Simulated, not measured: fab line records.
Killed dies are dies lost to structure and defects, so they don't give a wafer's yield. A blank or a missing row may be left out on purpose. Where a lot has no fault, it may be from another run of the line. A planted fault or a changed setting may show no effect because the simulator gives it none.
Chamber matching -- flow nand harc -- 4 sister chambers for NHARC_A_CONTACT_DESCUM_74 on rie diel-13
The step chemistry O2, time 3 s. 8 wafers are shown with their chamber, then 7 later ones without.

## WAFERS WITH THEIR CHAMBER
wafer,chamber,showerhead plenum p Torr (Torr),throttle valve pct (%)
L082.2,0,1.81,11.315
L083.1,0,1.81,11.313
L083.2,1,1.91,11.319
L093.1,3,1.92,11.316
L093.3,1,1.90,11.305
L093.5,2,1.82,11.301
L095.1,2,1.81,11.309
L095.4,3,1.92,11.327

## WAFERS WITHOUT THEIR CHAMBER
wafer,showerhead plenum p Torr (Torr),throttle valve pct (%)
L095.6,1.90,11.325
L096.3,1.81,11.307
L096.4,1.90,11.306
L096.5,1.90,11.327
L094.2,1.80,11.309
L094.4,1.92,11.319
L094.6,1.90,11.302

## WHICH CHAMBER EACH ONE RAN IN
wafer,from the rows above,in truth
L095.6,can't be placed: 1 or 3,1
L096.3,can't be placed: 0 or 2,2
L096.4,1,1
L096.5,can't be placed: 1 or 3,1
L094.2,can't be placed: 0 or 2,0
L094.4,3,3
L094.6,1,1
Correct placement for 3 of the 7. These rows do not allow placing 4 (true chamber among the candidates in 4). 0 placed wrongly.
How it was worked out, from the rows above alone: a wafer's distance from a chamber is the root of the sum, over the readings, of the square of ((its reading less the chamber's mean) divided by the reading's scatter). The wafer belongs to the nearest chamber; if the next one is less than 2 further off, it can't be placed. Each chamber's mean is taken over the wafers shown for it. The scatter is the square root of a quotient: the sum, over the shown wafers, of each reading's squared deviation from its chamber's mean, divided by wafers minus chambers.
